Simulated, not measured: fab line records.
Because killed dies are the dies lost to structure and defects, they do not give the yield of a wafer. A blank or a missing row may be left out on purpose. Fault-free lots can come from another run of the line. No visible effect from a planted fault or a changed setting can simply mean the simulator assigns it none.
fab line records + flow n5-finfet
record
- lots=5
- wafers=15
- last-day=15
route steps=1938 shown PASSIVATION@1924 END@1938
lots that met no fault: taken from a fault-free run of the same line
start-h: the number of hours between the record's first day and the start of the first shown wafer of the lot + wait-h: hours elapsed since this lot's preceding step + " unchanged from the row above + L1.1+2: a single row standing in for several wafers + - no value, or no start given + * or withheld: withheld + < > ~ a bound
route shown NAME@n: NAME is a module with steps in the file, n the number in the route of the first one + usual: the fault-free wafers' mean and standard deviation + same: alike in all rows + chamber/n: place in a boat + sites: the reading at each site + _std_site: the values' standard deviation + _edge_site: mean of outer sites minus mean of inner sites + radius-mm: for every site, how far away it sits from the centre of the wafer + mask NAME#n: copy n + behind: tool/chamber where the wafer was last shaped + hold: why the lot was held/for how many hours/how that ended + device: the n, p or np transistor that did not switch + end of line: the same wafers' tests at the end of the route + where a step has no rows: the recipe by itself + killed: count of dies lost to structure and defects at first sort (not the wafer's yield) + map: a wafer's dies, x killed, . not, _ none there
set.NAME: setting as actually run; set.NAME@STEP: the setting as run at that earlier step + model.NAME: the simulator's own value behind a step, which no gauge read
lots at selected steps of the route; one table per step, one row per wafer
services: a tool's chamber out of use, with start hour (start-h, from the record's first day; less than 0 if before it), hours out, and reason
## steps
# step N5_PASSIVATION_HARDBAKE_45
# recipe
- temp-c=130
- time-s=120
# same
- time-s=120
| lot.wafer  | tool           | chamber | start-h | wait-h |
|------------|----------------|---------|---------|--------|
| L075.1+4+5 | litho-track-02 | 0       | -       | -      |
| L074.3+4+5 | litho-track-01 | 0       | -       | -      |
| L077.1+4+5 | litho-track-02 | 0       | -       | -      |
| L083.1+2+3 | litho-track-01 | 0       | -       | -      |
| L088.2+3+4 | litho-track-05 | 0       | -       | -      |
# step N5_PASSIVATION_CD_MEAS_44
# recipe
- target-cd-nm=40000
- landing-energy-ev=500
- detector=se-inlens
# usual
- cd-nm=40001/3
| lot.wafer | tool      | chamber | start-h | wait-h | cd-nm |
|-----------|-----------|---------|---------|--------|-------|
| L075.1    | cd-sem-03 | 0       | 269.20  | -      | 39999 |
| L075.4    | "         | 0       | "       | "      | 39997 |
| L075.5    | "         | 0       | "       | "      | 39998 |
| L074.3    | cd-sem-01 | 0       | 279.05  | -      | 39999 |
| L074.4    | "         | 0       | "       | "      | 40000 |
| L074.5    | "         | 0       | "       | "      | 39998 |
| L077.1    | cd-sem-01 | 0       | 296.20  | -      | 40000 |
| L077.4    | "         | 0       | "       | "      | 39998 |
| L077.5    | "         | 0       | "       | "      | 40000 |
| L083.1    | cd-sem-01 | 0       | 345.33  | -      | 40002 |
| L083.2    | "         | 0       | "       | "      | 40002 |
| L083.3    | "         | 0       | "       | "      | 40003 |
| L088.2    | cd-sem-01 | 0       | 351.18  | -      | 40001 |
| L088.3    | "         | 0       | "       | "      | 40000 |
| L088.4    | "         | 0       | "       | "      | 40004 |
# step N5_PASSIVATION_OVL_MEAS_66
# recipe
- points-per-wafer=44
# usual
- PASS_OPEN_OVL=0/6.4
| lot.wafer | tool       | chamber | start-h | wait-h | PASS_OPEN_OVL[nm] |
|-----------|------------|---------|---------|--------|-------------------|
| L075.1    | overlay-01 | 0       | 269.23  | 0.0    | -4                |
| L075.4    | "          | 0       | "       | "      | -6                |
| L075.5    | "          | 0       | "       | "      | -9                |
| L074.3    | overlay-02 | 0       | 279.08  | 0.0    | -2                |
| L074.4    | "          | 0       | "       | "      | -2                |
| L074.5    | "          | 0       | "       | "      | 1                 |
| L077.1    | overlay-02 | 0       | 296.23  | 0.0    | -6                |
| L077.4    | "          | 0       | "       | "      | -1                |
| L077.5    | "          | 0       | "       | "      | -2                |
| L083.1    | overlay-02 | 0       | 345.36  | 0.0    | 10                |
| L083.2    | "          | 0       | "       | "      | 7                 |
| L083.3    | "          | 0       | "       | "      | 6                 |
| L088.2    | overlay-01 | 0       | 351.21  | 0.0    | -1                |
| L088.3    | "          | 0       | "       | "      | 11                |
| L088.4    | "          | 0       | "       | "      | 8                 |
# step N5_PASSIVATION_INSPECT_67
# recipe
- mode=adi
- inspect-instrument=macro
# usual
- raw-defect-count=2.2/1.4
| lot.wafer | tool              | chamber | start-h | wait-h | raw-defect-count |
|-----------|-------------------|---------|---------|--------|------------------|
| L075.1    | defect-inspect-02 | -       | 269.26  | 0.0    | 2                |
| L075.4    | "                 | -       | "       | "      | 1                |
| L075.5    | "                 | -       | "       | "      | 3                |
| L074.3    | defect-inspect-02 | -       | 279.10  | 0.0    | 2                |
| L074.4    | "                 | -       | "       | "      | 1                |
| L074.5    | "                 | -       | "       | "      | 1                |
| L077.1    | defect-inspect-01 | -       | 296.25  | 0.0    | 4                |
| L077.4    | "                 | -       | "       | "      | 3                |
| L077.5    | "                 | -       | "       | "      | 2                |
| L083.1    | defect-inspect-01 | -       | 345.39  | 0.0    | 4                |
| L083.2    | "                 | -       | "       | "      | 2                |
| L083.3    | "                 | -       | "       | "      | 4                |
| L088.2    | defect-inspect-02 | -       | 351.24  | 0.0    | 4                |
| L088.3    | "                 | -       | "       | "      | 3                |
| L088.4    | "                 | -       | "       | "      | 1                |
# step N5_PASSIVATION_DESCUM_46
# recipe
- chemistry=O2
- time-s=7.9
- source-power-w=50
- bias-power-w=20
- pressure-mtorr=20
- rf-frequency-hz=2.712e+07
- temp-c=40
- o2-flow-sccm=225
# usual
- drypump-motor-current-A=5.7/0.38
- o2-flow-sccm=225.0/0.7
- oes-product-au=0.80/0.052
- rf-vpp-V=243.6/1.3
- showerhead-plenum-p-Torr=2.13/0.071
- throttle-valve-pct=20.39/0.24
# same
- time-s=7.9
| lot.wafer | tool        | chamber | start-h | wait-h | drypump-motor-current-A | o2-flow-sccm | oes-product-au | rf-hours-counter-h | rf-vpp-V | showerhead-plenum-p-Torr | throttle-valve-pct |
|-----------|-------------|---------|---------|--------|-------------------------|--------------|----------------|--------------------|----------|--------------------------|--------------------|
| L075.1    | rie-diel-02 | 0       | 269.50  | 0.2    | 6.4                     | 224.1        | 0.88           | 62                 | 242.4    | 2.03                     | 20.62              |
| L075.4    | "           | 1       | "       | "      | 5.7                     | 224.4        | 0.93           | 17                 | 244.9    | 2.12                     | 19.92              |
| L075.5    | "           | 2       | "       | "      | 5.6                     | 226.1        | 0.96           | -                  | 243.1    | 2.06                     | 20.21              |
| L074.3    | rie-diel-06 | 2       | 279.27  | 0.2    | 5.1                     | 224.6        | 0.83           | 66                 | 243.7    | 2.12                     | 20.00              |
| L074.4    | "           | 1       | "       | "      | 6.1                     | 224.5        | 0.75           | 138                | 242.3    | 2.03                     | 20.56              |
| L074.5    | "           | 3       | "       | "      | 5.8                     | 225.2        | 0.80           | -                  | 243.5    | 2.18                     | 20.10              |
| L077.1    | rie-diel-06 | 0       | 296.42  | 0.2    | 6.1                     | 225.2        | 0.79           | 96                 | 243.8    | 2.22                     | 20.19              |
| L077.4    | "           | 1       | "       | "      | 6.1                     | 224.6        | 0.74           | 142                | 240.4    | 2.03                     | 20.57              |
| L077.5    | "           | 3       | "       | "      | 5.8                     | 224.5        | 0.80           | -                  | 244.5    | 2.17                     | 20.13              |
| L083.1    | rie-diel-06 | 0       | 345.63  | 0.2    | 6.1                     | 225.1        | 0.78           | 115                | 245.0    | 2.21                     | 20.20              |
| L083.2    | "           | 2       | "       | "      | 5.1                     | 226.0        | 0.81           | 89                 | 242.4    | 2.11                     | 20.03              |
| L083.3    | "           | 3       | "       | "      | 5.8                     | 224.6        | 0.78           | 132                | 245.3    | 2.17                     | 20.15              |
| L088.2    | rie-diel-03 | 3       | 352.44  | 1.2    | 5.6                     | 225.2        | 0.77           | 119                | 242.2    | 2.11                     | 20.42              |
| L088.3    | "           | 0       | "       | "      | 6.1                     | 225.3        | 0.76           | 162                | 242.2    | 2.07                     | 20.74              |
| L088.4    | "           | 2       | "       | "      | 5.5                     | 226.0        | 0.81           | 101                | 244.3    | 2.19                     | 20.65              |
# step N5_PASSIVATION_PASS_ETCH_47
# recipe
- chemistry=CF4/O2
- target=SiNx
- target-depth-a=7700
- time-s=385
- ion-energy-ev=100
- pressure-mtorr=40
- source-w=535
- bias-w=49
- Ar_flow_sccm=100
- cf4-flow-sccm=100
- O2_flow_sccm=10
# usual
- drypump-motor-current-A=5.7/0.38
- oes-product-au=0.80/0.049
- rf-vpp-V=240/5.6
- showerhead-plenum-p-Torr=2.24/0.066
- throttle-valve-pct=15.79/0.25
# same
- time-s=385
| lot.wafer | tool        | chamber | start-h | wait-h | drypump-motor-current-A | oes-product-au | rf-hours-counter-h | rf-vpp-V | showerhead-plenum-p-Torr | throttle-valve-pct |
|-----------|-------------|---------|---------|--------|-------------------------|----------------|--------------------|----------|--------------------------|--------------------|
| L075.1    | rie-diel-02 | 0       | 269.53  | 0.0    | 6.4                     | 0.86           | 62                 | 239      | 2.17                     | 16.11              |
| L075.4    | "           | 1       | "       | "      | 5.7                     | 0.92           | 17                 | 246      | 2.25                     | 15.46              |
| L075.5    | "           | 2       | "       | "      | 5.6                     | 0.96           | -                  | 241      | 2.15                     | 15.48              |
| L074.3    | rie-diel-06 | 2       | 279.30  | 0.0    | 5.1                     | 0.82           | 66                 | 239      | 2.22                     | 15.44              |
| L074.4    | "           | 1       | "       | "      | 6.1                     | 0.77           | 138                | 240      | 2.12                     | 15.89              |
| L074.5    | "           | 3       | "       | "      | 5.8                     | 0.81           | -                  | 241      | 2.31                     | 15.70              |
| L077.1    | rie-diel-06 | 0       | 296.45  | 0.0    | 6.1                     | 0.80           | 96                 | 246      | 2.30                     | 15.40              |
| L077.4    | "           | 1       | "       | "      | 6.1                     | 0.76           | 142                | 239      | 2.12                     | 15.89              |
| L077.5    | "           | 3       | "       | "      | 5.8                     | 0.80           | -                  | 240      | 2.30                     | 15.70              |
| L083.1    | rie-diel-06 | 0       | 345.66  | 0.0    | 6.1                     | 0.78           | 115                | 247      | 2.29                     | 15.45              |
| L083.2    | "           | 2       | "       | "      | 5.1                     | 0.79           | 89                 | 240      | 2.21                     | 15.49              |
| L083.3    | "           | 3       | "       | "      | 5.8                     | 0.78           | 132                | 241      | 2.30                     | 15.74              |
| L088.2    | rie-diel-03 | 3       | 352.48  | 0.0    | 5.6                     | 0.77           | 119                | 251      | 2.21                     | 15.71              |
| L088.3    | "           | 0       | "       | "      | 6.1                     | 0.76           | 163                | 237      | 2.20                     | 16.26              |
| L088.4    | "           | 2       | "       | "      | 5.5                     | 0.81           | 101                | 235      | 2.30                     | 16.06              |
# step N5_PASSIVATION_ETCH_54
# recipe
- chemistry=CHF3/O2
- target=SiO2
- target-depth-a=8800
- CHF3_flow_sccm=50
- O2_flow_sccm=5
- Ar_flow_sccm=200
- time-s=440
- mask-material=PR
- pressure-mtorr=30
- source-w=650
- bias-w=170
- ion-energy-ev=200
# usual
- drypump-motor-current-A=5.7/0.38
- oes-product-au=0.80/0.048
- rf-vpp-V=523/12
- showerhead-plenum-p-Torr=2.45/0.07
- throttle-valve-pct=18.74/0.26
# same
- time-s=440
| lot.wafer | tool        | chamber | start-h | wait-h | drypump-motor-current-A | oes-product-au | rf-hours-counter-h | rf-vpp-V | showerhead-plenum-p-Torr | throttle-valve-pct |
|-----------|-------------|---------|---------|--------|-------------------------|----------------|--------------------|----------|--------------------------|--------------------|
| L075.1    | rie-diel-02 | 0       | 269.76  | 0.1    | 6.4                     | 0.87           | 62                 | 519      | 2.36                     | 19.10              |
| L075.4    | "           | 1       | "       | "      | 5.7                     | 0.91           | 17                 | 534      | 2.46                     | 18.42              |
| L075.5    | "           | 2       | "       | "      | 5.6                     | 0.96           | -                  | 527      | 2.36                     | 18.48              |
| L074.3    | rie-diel-06 | 2       | 279.53  | 0.1    | 5.1                     | 0.81           | 66                 | 522      | 2.44                     | 18.42              |
| L074.4    | "           | 1       | "       | "      | 6.1                     | 0.76           | 138                | 522      | 2.31                     | 18.80              |
| L074.5    | "           | 3       | "       | "      | 5.8                     | 0.80           | -                  | 525      | 2.53                     | 18.66              |
| L077.1    | rie-diel-06 | 0       | 296.68  | 0.1    | 6.1                     | 0.79           | 96                 | 537      | 2.52                     | 18.37              |
| L077.4    | "           | 1       | "       | "      | 6.1                     | 0.75           | 142                | 520      | 2.31                     | 18.79              |
| L077.5    | "           | 3       | "       | "      | 5.8                     | 0.79           | -                  | 526      | 2.52                     | 18.68              |
| L083.1    | rie-diel-06 | 0       | 345.89  | 0.1    | 6.1                     | 0.77           | 115                | 537      | 2.51                     | 18.41              |
| L083.2    | "           | 2       | "       | "      | 5.1                     | 0.79           | 90                 | 523      | 2.43                     | 18.46              |
| L083.3    | "           | 3       | "       | "      | 5.8                     | 0.78           | 132                | 525      | 2.52                     | 18.70              |
| L088.2    | rie-diel-03 | 3       | 352.70  | 0.1    | 5.6                     | 0.77           | 119                | 550      | 2.42                     | 18.67              |
| L088.3    | "           | 0       | "       | "      | 6.1                     | 0.76           | 163                | 515      | 2.41                     | 19.28              |
| L088.4    | "           | 2       | "       | "      | 5.5                     | 0.81           | 102                | 509      | 2.51                     | 18.98              |
# step N5_PASSIVATION_STRIP_48
# recipe
- chemistry=O2
- power-w=600
- temp-c=60
- pressure-mtorr=30
- rf-frequency-hz=6e+07
- bias-power-w=0
- overash-fraction=0.5
- o2-flow-sccm=225
# usual
- drypump-motor-current-A=5.7/0.38
- o2-flow-sccm=225.0/1
- oes-product-au=0.80/0.055
- rf-vpp-V=4.0/2.5
- showerhead-plenum-p-Torr=2.14/0.071
- throttle-valve-pct=16.64/0.24
| lot.wafer | tool        | chamber | start-h | wait-h | drypump-motor-current-A | o2-flow-sccm | oes-product-au | rf-hours-counter-h | rf-vpp-V | showerhead-plenum-p-Torr | throttle-valve-pct |
|-----------|-------------|---------|---------|--------|-------------------------|--------------|----------------|--------------------|----------|--------------------------|--------------------|
| L075.1    | rie-diel-02 | 0       | 270.05  | 0.1    | 6.4                     | 224.9        | 0.88           | 62                 | 6.6      | 2.03                     | 16.86              |
| L075.4    | "           | 1       | "       | "      | 5.7                     | 223.8        | 0.88           | 18                 | 0.6      | 2.13                     | 16.17              |
| L075.5    | "           | 2       | "       | "      | 5.6                     | 224.6        | 0.98           | -                  | 12.9     | 2.06                     | 16.38              |
| L074.3    | rie-diel-06 | 2       | 279.82  | 0.1    | 5.2                     | 226.0        | 0.83           | 66                 | 5.1      | 2.13                     | 16.25              |
| L074.4    | "           | 1       | "       | "      | 6.0                     | 225.6        | 0.74           | 138                | 2.2      | 2.03                     | 16.82              |
| L074.5    | "           | 3       | "       | "      | 5.8                     | 226.8        | 0.80           | -                  | 7.6      | 2.18                     | 16.39              |
| L077.1    | rie-diel-06 | 0       | 296.97  | 0.1    | 6.1                     | 224.7        | 0.81           | 96                 | 3.7      | 2.22                     | 16.34              |
| L077.4    | "           | 1       | "       | "      | 6.1                     | 225.8        | 0.72           | 142                | 5.2      | 2.03                     | 16.83              |
| L077.5    | "           | 3       | "       | "      | 5.8                     | 225.0        | 0.80           | -                  | 3.6      | 2.18                     | 16.45              |
| L083.1    | rie-diel-06 | 0       | 346.18  | 0.1    | 6.1                     | 224.6        | 0.78           | 115                | 2.2      | 2.21                     | 16.41              |
| L083.2    | "           | 2       | "       | "      | 5.1                     | 225.4        | 0.78           | 90                 | 5.1      | 2.12                     | 16.37              |
| L083.3    | "           | 3       | "       | "      | 5.8                     | 225.7        | 0.76           | 132                | 4.5      | 2.17                     | 16.41              |
| L088.2    | rie-diel-03 | 3       | 352.99  | 0.1    | 5.7                     | 225.7        | 0.78           | 119                | 2.7      | 2.12                     | 16.63              |
| L088.3    | "           | 0       | "       | "      | 6.2                     | 224.7        | 0.76           | 163                | 3.1      | 2.08                     | 16.97              |
| L088.4    | "           | 2       | "       | "      | 5.5                     | 223.5        | 0.81           | 102                | 7.5      | 2.20                     | 16.91              |
# step N5_PASSIVATION_STRIP_52
# recipe
- chemistry=post-etch-residue-remover
- time-s=1200
- temp-c=72.5
# usual
- bath-guard-temp-C=72.5/0.46
- bath-heat-duty-pct=14.2/1.5
# same
- time-s=1200
| lot.wafer | tool         | chamber | start-h | wait-h | bath-guard-temp-C | bath-heat-duty-pct |
|-----------|--------------|---------|---------|--------|-------------------|--------------------|
| L075.1    | wet-bench-03 | 3       | 270.12  | -      | 71.9              | 12.8               |
| L075.4    | "            | 1       | "       | "      | 72.2              | 13.7               |
| L075.5    | "            | 7       | "       | "      | 72.4              | 15.8               |
| L074.3    | wet-bench-01 | 3       | 279.89  | -      | 72.6              | 15.3               |
| L074.4    | "            | 5       | "       | "      | 73.6              | 15.0               |
| L074.5    | "            | 6       | "       | "      | 72.6              | 14.5               |
| L077.1    | wet-bench-06 | 2       | 297.03  | -      | 72.2              | 14.5               |
| L077.4    | "            | 0       | "       | "      | 73.1              | 15.6               |
| L077.5    | "            | 4       | "       | "      | 71.9              | 12.4               |
| L083.1    | wet-bench-06 | 4       | 346.25  | -      | 72.3              | 12.7               |
| L083.2    | "            | 5       | "       | "      | 72.2              | 14.0               |
| L083.3    | "            | 2       | "       | "      | 72.2              | 15.0               |
| L088.2    | wet-bench-03 | 5       | 353.06  | -      | 72.1              | 12.7               |
| L088.3    | "            | 1       | "       | "      | 72.1              | 13.3               |
| L088.4    | "            | 6       | "       | "      | 72.0              | 15.4               |
# step N5_PASSIVATION_CLEAN_71
# recipe
- chemistry=IPA
- time-s=180
- temp-c=25
# usual
- bath-heat-duty-pct=6.1/0.79
# same
- time-s=180
| lot.wafer | tool         | chamber | start-h | wait-h | bath-heat-duty-pct |
|-----------|--------------|---------|---------|--------|--------------------|
| L075.1    | wet-bench-03 | 3       | 270.48  | 0.0    | 5.7                |
| L075.4    | "            | 1       | "       | "      | 6.5                |
| L075.5    | "            | 7       | "       | "      | 6.3                |
| L074.3    | wet-bench-01 | 3       | 280.22  | 0.0    | 6.0                |
| L074.4    | "            | 5       | "       | "      | 5.9                |
| L074.5    | "            | 6       | "       | "      | 7.6                |
| L077.1    | wet-bench-06 | 2       | 297.37  | 0.0    | 7.6                |
| L077.4    | "            | 0       | "       | "      | 7.0                |
| L077.5    | "            | 4       | "       | "      | 5.7                |
| L083.1    | wet-bench-06 | 4       | 346.58  | 0.0    | 5.0                |
| L083.2    | "            | 5       | "       | "      | 5.6                |
| L083.3    | "            | 2       | "       | "      | 6.4                |
| L088.2    | wet-bench-03 | 5       | 353.39  | 0.0    | 5.3                |
| L088.3    | "            | 1       | "       | "      | 6.6                |
| L088.4    | "            | 6       | "       | "      | 7.0                |
# step N5_PASSIVATION_SRD_72
# recipe
- dry=ipa-marangoni
- time-s=30
- temp-c=23
- rinse-liquid=diw
# usual
- bath-heat-duty-pct=3.6/0.58
# same
- time-s=30
| lot.wafer | tool         | chamber | start-h | wait-h | bath-heat-duty-pct |
|-----------|--------------|---------|---------|--------|--------------------|
| L075.1    | wet-bench-03 | 3       | 270.54  | 0.0    | 2.7                |
| L075.4    | "            | 1       | "       | "      | 4.1                |
| L075.5    | "            | 7       | "       | "      | 4.6                |
| L074.3    | wet-bench-01 | 3       | 280.27  | 0.0    | 3.4                |
| L074.4    | "            | 5       | "       | "      | 4.6                |
| L074.5    | "            | 6       | "       | "      | 4.9                |
| L077.1    | wet-bench-06 | 2       | 297.42  | 0.0    | 3.9                |
| L077.4    | "            | 0       | "       | "      | 4.4                |
| L077.5    | "            | 4       | "       | "      | 3.3                |
| L083.1    | wet-bench-06 | 4       | 346.63  | 0.0    | 3.5                |
| L083.2    | "            | 5       | "       | "      | 3.4                |
| L083.3    | "            | 2       | "       | "      | 3.5                |
| L088.2    | wet-bench-03 | 5       | 353.45  | 0.0    | 3.6                |
| L088.3    | "            | 1       | "       | "      | 3.1                |
| L088.4    | "            | 6       | "       | "      | 3.7                |
# step N5_PASSIVATION_ANNEAL_56
# recipe
- temp-c=400
- time-s=1800
- ambient=FGA
- idle-temp-c=300
- ramp-up-c-per-min=5
- ramp-down-c-per-min=3
# usual
- spike-tc-centre-C=401.4/1.9
- zone-power-bottom-pct=6.38/0.16
# same
- time-s=1800
| lot.wafer | tool       | chamber | start-h | wait-h | spike-tc-centre-C | zone-power-bottom-pct |
|-----------|------------|---------|---------|--------|-------------------|-----------------------|
| L075.1    | furnace-01 | 0       | 270.58  | 0.0    | 403.7             | 6.48                  |
| L075.4    | "          | 0       | "       | "      | 405.1             | 6.55                  |
| L075.5    | "          | 0       | "       | "      | 402.8             | 6.47                  |
| L074.3    | furnace-03 | 0       | 281.89  | 1.6    | 400.0             | 6.28                  |
| L074.4    | "          | 0       | "       | "      | 400.1             | 6.24                  |
| L074.5    | "          | 0       | "       | "      | 399.6             | 6.10                  |
| L077.1    | furnace-02 | 0       | 297.46  | 0.0    | 400.6             | 6.24                  |
| L077.4    | "          | 0       | "       | "      | 400.5             | 6.29                  |
| L077.5    | "          | 0       | "       | "      | 398.2             | 6.31                  |
| L083.1    | furnace-01 | 0       | 346.68  | 0.0    | 403.7             | 6.47                  |
| L083.2    | "          | 0       | "       | "      | 402.2             | 6.66                  |
| L083.3    | "          | 0       | "       | "      | 402.5             | 6.54                  |
| L088.2    | furnace-02 | 0       | 353.49  | 0.0    | 400.1             | 6.26                  |
| L088.3    | "          | 0       | "       | "      | 400.4             | 6.20                  |
| L088.4    | "          | 0       | "       | "      | 400.1             | 6.33                  |
# step N5_PASSIVATION_PROBE_49
# usual
- defect-limited-yield=91.2/1.5
- killed_at_M0_to_M3=36/10
- killed_at_M4_up=13/6
- killed-at-contacts=11/5.2
- killed-at-front-end=40/11
- killed-at-other=3.1/2.9
- killed-dies=104/17
- killed-open=66/12
- killed-short=34/7.7
- sort_bin_5_function=5.1/0.91
- sort_bin_6_memory=3.2/0.67
- sort-n-pass=1076/17
- sort-yield-pct=91.2/1.5
# same
- gross-dies=1180
- killed-at-back-side=0
- sort_bin_4_leakage[%]=0
- sort_bin_8_speed[%]=0
| lot.wafer | tool      | chamber | start-h | wait-h | defect-limited-yield[%] | killed_at_M0_to_M3 | killed_at_M4_up | killed-at-contacts | killed-at-front-end | killed-at-other | killed-dies | killed-open | killed-short | sort_bin_5_function[%] | sort_bin_6_memory[%] | sort-n-pass | sort-yield-pct[%] |
|-----------|-----------|---------|---------|--------|-------------------------|--------------------|-----------------|--------------------|---------------------|-----------------|-------------|-------------|--------------|------------------------|----------------------|-------------|-------------------|
| L074.5    | prober-02 | -       | 284.08  | 0.2    | 88.9                    | 55                 | 16              | 15                 | 44                  | 1               | 131         | 81          | 35           | 5.8                    | 4.0                  | 1049        | 88.9              |
# killed by level:class
L074.5 MOL_CONTACT_COAG:geometric-particle:open=12 BEOL_M3:geometric-particle:open=12 BEOL_M2:geometric-particle:open=11 BEOL_M1:geometric-particle:open=10 HKMG_FIN:area-etch=10 GATE_CUT:geometric-particle:short=7 BEOL_M0_SAQP:geometric-particle:open=7 STI_FIN_REVEAL:geometric-particle:open=6
# step N5_PASSIVATION_INSPECT_57
# recipe
- inspect-instrument=macro
- mode=outgoing
# usual
- raw-defect-count=2.1/1.4
| lot.wafer | tool              | chamber | start-h | wait-h | raw-defect-count |
|-----------|-------------------|---------|---------|--------|------------------|
| L075.1    | defect-inspect-02 | -       | 272.93  | 0.0    | 1                |
| L075.4    | "                 | -       | "       | "      | 0                |
| L075.5    | "                 | -       | "       | "      | 3                |
| L074.3    | defect-inspect-01 | -       | 284.24  | 0.0    | 3                |
| L074.4    | "                 | -       | "       | "      | 0                |
| L074.5    | "                 | -       | "       | "      | 2                |
| L077.1    | defect-inspect-02 | -       | 299.82  | 0.0    | 1                |
| L077.4    | "                 | -       | "       | "      | 3                |
| L077.5    | "                 | -       | "       | "      | 5                |
| L083.1    | defect-inspect-01 | -       | 349.03  | 0.0    | 2                |
| L083.2    | "                 | -       | "       | "      | 2                |
| L083.3    | "                 | -       | "       | "      | 4                |
| L088.2    | defect-inspect-02 | -       | 355.85  | 0.0    | 1                |
| L088.3    | "                 | -       | "       | "      | 3                |
| L088.4    | "                 | -       | "       | "      | 2                |
## services
| tool           | chamber | start-h | hours | kind                      |
|----------------|---------|---------|-------|---------------------------|
| rie-diel-03    | 2       | 246.73  | 2.6   | repair                    |
| litho-track-01 | -       | 285.79  | -     | consumable-replace:filter |
| rie-diel-06    | -       | 307.32  | 2.8   | pm                        |
| litho-track-05 | -       | 315.18  | -     | consumable-replace:filter |
| rie-diel-02    | -       | 329.88  | 24.2  | repair                    |
| wet-bench-01   | -       | 346.44  | 1.3   | repair                    |
## key
baseline-loss
- step=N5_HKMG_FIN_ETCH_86
- wafers=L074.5
fault none
# baseline-loss: these wafers lose ten dies or more at that step, a loss of the line's own and not of a fault; the sort's usual values leave them out
